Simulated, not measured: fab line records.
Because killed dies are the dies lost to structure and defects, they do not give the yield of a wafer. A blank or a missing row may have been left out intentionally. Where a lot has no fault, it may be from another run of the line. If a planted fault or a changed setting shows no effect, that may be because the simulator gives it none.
Chamber matching ; flow n5_finfet ; rie_diel-01 running N5_BEOL_M12_DESCUM_15: 4 sister chambers
The step chemistry O2, time 7.9 s. 18 wafers are shown with their chamber, then 9 later ones without.

WAFERS WITH THEIR CHAMBER
wafer;chamber;throttle_valve_pct (%);showerhead_plenum_p_Torr (Torr);drypump_motor_current_A (A)
L078.1;1;20.13;2.10;5.5
L078.4;3;19.94;2.04;6.1
L078.5;0;20.71;2.03;5.4
L081.1;3;19.97;2.03;6.1
L081.2;2;20.72;2.16;5.9
L081.5;2;20.73;2.16;5.8
L084.1;1;20.16;2.10;5.5
L084.4;2;20.74;2.16;5.9
L084.5;1;20.17;2.10;5.5
L082.2;1;20.16;2.10;5.5
L082.4;2;20.73;2.16;5.8
L082.5;1;20.16;2.10;5.5
L086.1;3;19.99;2.03;6.1
L086.3;2;20.72;2.15;5.8
L086.4;0;20.74;2.02;5.4
L093.1;3;20.01;2.02;6.1
L093.4;0;20.77;2.02;5.5
L093.6;3;20.01;2.02;6.1

SIGNATURES (means of the wafers above)
reading;chamber 0;chamber 1;chamber 2;chamber 3;scatter within a chamber
throttle_valve_pct;20.7400;20.1560;20.7280;19.9840;0.0216
showerhead_plenum_p_Torr;2.0233;2.1000;2.1580;2.0280;0.00552
drypump_motor_current_A;5.433;5.500;5.840;6.100;0.0365
Rule: for each reading, subtract the chamber's mean from the wafer's reading, divide by that reading's scatter and square the result; add these up over the readings and take the root, which gives the wafer's distance from the chamber. If the next closest chamber is less than 2 further off than the closest, the wafer can't be placed; otherwise it belongs to the closest. How the scatter is found: for the shown wafers, subtract from each reading the mean of its chamber, square and add these, divide the total by (wafers less chambers), then take the root.

WAFERS MISSING THEIR CHAMBER
wafer;throttle_valve_pct (%);showerhead_plenum_p_Torr (Torr);drypump_motor_current_A (A)
L096.1;20.76;2.02;5.5
L096.3;20.21;2.09;5.5
L096.5;20.02;2.02;6.1
L095.3;20.77;2.01;5.4
L095.5;20.78;2.01;5.4
L095.6;20.20;2.09;5.6
L097.2;20.36;2.15;5.9
L097.4;20.21;2.09;5.5
L097.6;20.78;2.01;5.5

EACH ONE'S CHAMBER
wafer;from the rows above;in truth
L096.1;0;0
L096.3;1;1
L096.5;3;3
L095.3;0;0
L095.5;0;0
L095.6;1;1
L097.2;can't be placed: 1 or 2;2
L097.4;1;1
L097.6;0;0
8 of 9 placed correctly. From these rows, 1 cannot be placed; in 1 the true chamber is one of the candidates. Placed wrongly: 0.
